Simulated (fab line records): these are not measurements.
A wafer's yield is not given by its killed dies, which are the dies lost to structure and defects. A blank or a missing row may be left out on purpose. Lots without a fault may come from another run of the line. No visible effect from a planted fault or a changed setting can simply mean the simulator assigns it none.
Matching of chambers / flow n5_finfet / 4 sister chambers for N5_BEOL_M1_DESCUM_33 on rie_diel-04
The step chemistry O2, time 7 s. 14 wafers are shown with their chamber, then 7 later ones without.

EACH WAFER AND ITS CHAMBER
wafer=L079.2; chamber=2; showerhead_plenum_p_Torr (Torr)=2.18; drypump_motor_current_A (A)=5.5; oes_product_au (a.u.)=0.77
wafer=L079.4; chamber=3; showerhead_plenum_p_Torr (Torr)=1.98; drypump_motor_current_A (A)=5.7; oes_product_au (a.u.)=0.69
wafer=L079.6; chamber=1; showerhead_plenum_p_Torr (Torr)=2.01; drypump_motor_current_A (A)=6.6; oes_product_au (a.u.)=0.77
wafer=L082.2; chamber=0; showerhead_plenum_p_Torr (Torr)=2.09; drypump_motor_current_A (A)=6.1; oes_product_au (a.u.)=0.73
wafer=L082.4; chamber=2; showerhead_plenum_p_Torr (Torr)=2.18; drypump_motor_current_A (A)=5.5; oes_product_au (a.u.)=0.76
wafer=L082.5; chamber=0; showerhead_plenum_p_Torr (Torr)=2.09; drypump_motor_current_A (A)=6.1; oes_product_au (a.u.)=0.72
wafer=L085.2; chamber=3; showerhead_plenum_p_Torr (Torr)=1.97; drypump_motor_current_A (A)=5.6; oes_product_au (a.u.)=0.69
wafer=L085.5; chamber=1; showerhead_plenum_p_Torr (Torr)=2.01; drypump_motor_current_A (A)=6.5; oes_product_au (a.u.)=0.77
wafer=L085.6; chamber=0; showerhead_plenum_p_Torr (Torr)=2.08; drypump_motor_current_A (A)=6.1; oes_product_au (a.u.)=0.72
wafer=L087.3; chamber=3; showerhead_plenum_p_Torr (Torr)=1.97; drypump_motor_current_A (A)=5.6; oes_product_au (a.u.)=0.69
wafer=L087.5; chamber=0; showerhead_plenum_p_Torr (Torr)=2.08; drypump_motor_current_A (A)=6.1; oes_product_au (a.u.)=0.72
wafer=L087.6; chamber=1; showerhead_plenum_p_Torr (Torr)=2.00; drypump_motor_current_A (A)=6.6; oes_product_au (a.u.)=0.76
wafer=L089.1; chamber=0; showerhead_plenum_p_Torr (Torr)=2.08; drypump_motor_current_A (A)=6.1; oes_product_au (a.u.)=0.72
wafer=L089.4; chamber=1; showerhead_plenum_p_Torr (Torr)=2.00; drypump_motor_current_A (A)=6.7; oes_product_au (a.u.)=0.76

SIGNATURES (averages over the wafers above)
reading=showerhead_plenum_p_Torr; chamber 0=2.0840; chamber 1=2.0050; chamber 2=2.1800; chamber 3=1.9733; scatter within a chamber=0.00535
reading=drypump_motor_current_A; chamber 0=6.100; chamber 1=6.600; chamber 2=5.500; chamber 3=5.633; scatter within a chamber=0.0516
reading=oes_product_au; chamber 0=0.7220; chamber 1=0.7650; chamber 2=0.7650; chamber 3=0.6900; scatter within a chamber=0.0048
Rule: a wafer's distance from a chamber is the root of the sum, over the readings, of the square of ((its reading less the chamber's mean) divided by the reading's scatter). The wafer belongs to the nearest chamber; if the next one is less than 2 further off, it can't be placed. The scatter: the root of (the sum of the squares of (reading less its chamber's mean) over the shown wafers, divided by (wafers less chambers)).

WAFERS WITH NO CHAMBER GIVEN
wafer=L089.6; showerhead_plenum_p_Torr (Torr)=2.18; drypump_motor_current_A (A)=5.5; oes_product_au (a.u.)=0.75
wafer=L093.1; showerhead_plenum_p_Torr (Torr)=2.08; drypump_motor_current_A (A)=6.1; oes_product_au (a.u.)=0.70
wafer=L093.4; showerhead_plenum_p_Torr (Torr)=2.17; drypump_motor_current_A (A)=5.5; oes_product_au (a.u.)=0.74
wafer=L093.6; showerhead_plenum_p_Torr (Torr)=2.17; drypump_motor_current_A (A)=5.5; oes_product_au (a.u.)=0.74
wafer=L094.1; showerhead_plenum_p_Torr (Torr)=2.17; drypump_motor_current_A (A)=5.5; oes_product_au (a.u.)=0.74
wafer=L094.5; showerhead_plenum_p_Torr (Torr)=2.08; drypump_motor_current_A (A)=6.1; oes_product_au (a.u.)=0.70
wafer=L094.6; showerhead_plenum_p_Torr (Torr)=2.00; drypump_motor_current_A (A)=6.6; oes_product_au (a.u.)=0.74

THE CHAMBER EACH PASSED THROUGH
wafer=L089.6; from the rows above=2; in truth=2
wafer=L093.1; from the rows above=0; in truth=0
wafer=L093.4; from the rows above=2; in truth=2
wafer=L093.6; from the rows above=2; in truth=2
wafer=L094.1; from the rows above=2; in truth=2
wafer=L094.5; from the rows above=0; in truth=0
wafer=L094.6; from the rows above=1; in truth=1
Correct placement for 7 of the 7. From these rows, 0 cannot be placed. 0 placed wrongly.
